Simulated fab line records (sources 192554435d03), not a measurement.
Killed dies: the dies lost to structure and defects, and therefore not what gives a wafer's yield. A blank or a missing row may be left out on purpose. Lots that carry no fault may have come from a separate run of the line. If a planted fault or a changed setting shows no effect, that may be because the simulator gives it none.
Matching of chambers :: flow n5_finfet :: N5_HKMG_FIN_ALD_75 on ald_hk-02: 4 sister chambers
The step deposits Al2O3, target thk 1 nm, co reactant pulse time 1 s. 18 wafers are shown with their chamber, then 9 later ones without.

WAFERS WITH THEIR CHAMBER
wafer: L077.3
chamber: 3
heater_power_w (W): 141
precursor_pulse_height_rel: 0.973

wafer: L077.4
chamber: 0
heater_power_w (W): 157
precursor_pulse_height_rel: 1.047

wafer: L077.6
chamber: 2
heater_power_w (W): 181
precursor_pulse_height_rel: 1.005

wafer: L078.2
chamber: 2
heater_power_w (W): 181
precursor_pulse_height_rel: 1.043

wafer: L078.4
chamber: 0
heater_power_w (W): 153
precursor_pulse_height_rel: 1.018

wafer: L078.6
chamber: 2
heater_power_w (W): 179
precursor_pulse_height_rel: 0.981

wafer: L080.2
chamber: 3
heater_power_w (W): 140
precursor_pulse_height_rel: 1.020

wafer: L080.3
chamber: 1
heater_power_w (W): 175
precursor_pulse_height_rel: 0.972

wafer: L080.4
chamber: 2
heater_power_w (W): 178
precursor_pulse_height_rel: 0.997

wafer: L090.1
chamber: 0
heater_power_w (W): 151
precursor_pulse_height_rel: 0.967

wafer: L090.2
chamber: 2
heater_power_w (W): 182
precursor_pulse_height_rel: 1.003

wafer: L090.3
chamber: 1
heater_power_w (W): 174
precursor_pulse_height_rel: 1.019

wafer: L090.4
chamber: 3
heater_power_w (W): 142
precursor_pulse_height_rel: 0.964

wafer: L090.5
chamber: 3
heater_power_w (W): 143
precursor_pulse_height_rel: 1.008

wafer: L090.6
chamber: 2
heater_power_w (W): 183
precursor_pulse_height_rel: 0.985

wafer: L091.1
chamber: 0
heater_power_w (W): 148
precursor_pulse_height_rel: 0.972

wafer: L091.3
chamber: 1
heater_power_w (W): 175
precursor_pulse_height_rel: 1.013

wafer: L091.5
chamber: 0
heater_power_w (W): 154
precursor_pulse_height_rel: 0.993

SIGNATURES (means of the wafers above)
reading: heater_power_w
chamber 0: 152.60
chamber 1: 174.67
chamber 2: 180.67
chamber 3: 141.50
scatter within a chamber: 2.21

reading: precursor_pulse_height_rel
chamber 0: 0.99940
chamber 1: 1.00133
chamber 2: 1.00233
chamber 3: 0.99125
scatter within a chamber: 0.0272
Rule: a wafer's distance from a chamber is the root of the sum, over the readings, of the square of ((its reading less the chamber's mean) divided by the reading's scatter). The wafer belongs to the nearest chamber; if the next one is less than 2 further off, it can't be placed. The scatter: take each reading less its chamber's mean, square it, sum over the shown wafers, divide by the number of wafers less the number of chambers, and take the root.

WAFERS WHOSE CHAMBER IS MISSING
wafer: L092.2
heater_power_w (W): 141
precursor_pulse_height_rel: 1.021

wafer: L092.4
heater_power_w (W): 175
precursor_pulse_height_rel: 0.967

wafer: L092.5
heater_power_w (W): 152
precursor_pulse_height_rel: 1.013

wafer: L096.2
heater_power_w (W): 139
precursor_pulse_height_rel: 1.031

wafer: L096.3
heater_power_w (W): 154
precursor_pulse_height_rel: 1.003

wafer: L096.5
heater_power_w (W): 175
precursor_pulse_height_rel: 1.030

wafer: L097.2
heater_power_w (W): 145
precursor_pulse_height_rel: 0.970

wafer: L097.3
heater_power_w (W): 156
precursor_pulse_height_rel: 1.046

wafer: L097.5
heater_power_w (W): 154
precursor_pulse_height_rel: 1.033

EACH ONE'S CHAMBER
wafer: L092.2
from the rows above: 3
in truth: 3

wafer: L092.4
from the rows above: can't be placed: 1 or 2
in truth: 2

wafer: L092.5
from the rows above: 0
in truth: 0

wafer: L096.2
from the rows above: 3
in truth: 3

wafer: L096.3
from the rows above: 0
in truth: 0

wafer: L096.5
from the rows above: can't be placed: 1 or 2
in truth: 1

wafer: L097.2
from the rows above: can't be placed: 3 or 0
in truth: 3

wafer: L097.3
from the rows above: 0
in truth: 0

wafer: L097.5
from the rows above: 0
in truth: 0
6 of 9 placed correctly. Not placeable from these rows: 3 (in 3, the candidates include the true chamber). 0 placed wrongly.
